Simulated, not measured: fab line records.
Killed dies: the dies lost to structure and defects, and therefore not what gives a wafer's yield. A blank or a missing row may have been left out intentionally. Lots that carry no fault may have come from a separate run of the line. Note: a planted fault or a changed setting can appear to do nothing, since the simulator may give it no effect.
Chamber matching	flow n5Finfet	N5_BEOL_M8_ETCH_41 on rieDiel-03: 4 sister chambers
The step etches SiCN in CH3F/O2, target depth 31.9 nm, time 57.8 s. 14 wafers are shown with their chamber, then 6 later ones without.

## EACH WAFER AND ITS CHAMBER
wafer	chamber	drypumpMotorCurrentA (A)	showerheadPlenumPTorr (Torr)	throttleValvePct (%)
L204.4	2	5.9	2.06	16.88
L204.5	3	5.5	1.96	16.37
L204.6	2	6.0	2.06	16.87
L205.3	1	6.6	1.95	16.06
L205.4	0	5.3	1.99	16.46
L205.5	1	6.6	1.95	16.04
L209.1	0	5.3	1.98	16.47
L209.5	1	6.6	1.94	16.08
L209.6	2	6.0	2.05	16.45
L211.1	3	5.5	1.96	16.40
L211.5	2	6.0	2.05	16.47
L211.6	3	5.5	1.96	16.40
L210.1	0	5.3	1.98	16.49
L210.2	1	6.6	1.94	16.08

SIGNATURES (averages over the wafers above)
reading	chamber 0	chamber 1	chamber 2	chamber 3	scatter within a chamber
drypumpMotorCurrentA	5.300	6.600	5.975	5.500	0.0274
showerheadPlenumPTorr	1.9833	1.9450	2.0550	1.9600	0.00516
throttleValvePct	16.4733	16.0650	16.6675	16.3900	0.132
Rule: for each reading, subtract the chamber's mean from the wafer's reading, divide by that reading's scatter and square the result; add these up over the readings and take the root, which gives the wafer's distance from the chamber. If the next closest chamber is less than 2 further off than the closest, the wafer can't be placed; otherwise it belongs to the closest. The scatter: take each reading less its chamber's mean, square it, sum over the shown wafers, divide by the number of wafers less the number of chambers, and take the root.

## WAFERS WITHOUT THEIR CHAMBER
wafer	drypumpMotorCurrentA (A)	showerheadPlenumPTorr (Torr)	throttleValvePct (%)
L210.4	6.0	2.05	16.47
L214.3	6.6	1.94	16.11
L214.6	6.0	2.05	16.49
L216.2	5.9	2.05	16.50
L216.4	6.6	1.94	16.10
L216.6	5.4	1.98	16.51

## WHICH CHAMBER EACH ONE RAN IN
wafer	from the rows above	in truth
L210.4	2	2
L214.3	1	1
L214.6	2	2
L216.2	2	2
L216.4	1	1
L216.6	can't be placed: 0 or 3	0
Correct placement for 5 of the 6. From these rows, 1 cannot be placed; in 1 the true chamber is one of the candidates. Wrongly placed: 0.
